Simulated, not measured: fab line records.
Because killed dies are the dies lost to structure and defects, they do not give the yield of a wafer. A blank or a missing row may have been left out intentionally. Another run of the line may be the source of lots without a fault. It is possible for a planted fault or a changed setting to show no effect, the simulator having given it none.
Chamber matching / flow nand-harc / NHARC_P_CONTACT_ETCH_35 on rie-diel-03: 4 sister chambers
The step etches the open film in CF4, target depth 39 nm, time 65 s. 4 wafers are shown with their chamber, then 12 later ones without.

WAFERS, EACH WITH ITS CHAMBER
wafer=L088.6; chamber=0; drypump-motor-current-A (A)=6.0
wafer=L090.1; chamber=3; drypump-motor-current-A (A)=6.0
wafer=L090.3; chamber=1; drypump-motor-current-A (A)=5.6
wafer=L090.4; chamber=2; drypump-motor-current-A (A)=5.6

WAFERS WITH NO CHAMBER GIVEN
wafer=L094.1; drypump-motor-current-A (A)=5.6
wafer=L094.3; drypump-motor-current-A (A)=6.0
wafer=L094.5; drypump-motor-current-A (A)=5.6
wafer=L095.2; drypump-motor-current-A (A)=5.7
wafer=L095.4; drypump-motor-current-A (A)=6.0
wafer=L095.6; drypump-motor-current-A (A)=6.0
wafer=L096.1; drypump-motor-current-A (A)=6.0
wafer=L096.3; drypump-motor-current-A (A)=5.7
wafer=L096.5; drypump-motor-current-A (A)=5.6
wafer=L097.2; drypump-motor-current-A (A)=6.0
wafer=L097.3; drypump-motor-current-A (A)=5.9
wafer=L097.4; drypump-motor-current-A (A)=5.6

EACH ONE'S CHAMBER
wafer=L094.1; from the rows above=can't be placed: 1 or 2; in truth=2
wafer=L094.3; from the rows above=can't be placed: 0 or 3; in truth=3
wafer=L094.5; from the rows above=can't be placed: 1 or 2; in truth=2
wafer=L095.2; from the rows above=can't be placed: 1 or 2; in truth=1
wafer=L095.4; from the rows above=can't be placed: 0 or 3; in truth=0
wafer=L095.6; from the rows above=can't be placed: 0 or 3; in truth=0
wafer=L096.1; from the rows above=can't be placed: 0 or 3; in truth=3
wafer=L096.3; from the rows above=can't be placed: 1 or 2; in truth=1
wafer=L096.5; from the rows above=can't be placed: 1 or 2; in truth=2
wafer=L097.2; from the rows above=can't be placed: 0 or 3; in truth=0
wafer=L097.3; from the rows above=can't be placed: 0 or 3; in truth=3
wafer=L097.4; from the rows above=can't be placed: 1 or 2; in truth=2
Correctly placed: 0 of 12. From these rows, 12 cannot be placed; in 12 the true chamber is one of the candidates. 0 placed wrongly.
How it was worked out, from the rows above alone: a wafer's distance from a chamber is the root of the sum, over the readings, of the square of ((its reading less the chamber's mean) divided by the reading's scatter). The wafer belongs to the nearest chamber; if the next one is less than 2 further off, it can't be placed. Each chamber's mean is taken over the wafers shown for it. The scatter (one wafer shown for each chamber): square how far every hidden wafer sits from the nearest shown wafer, average those squares and take the square root.
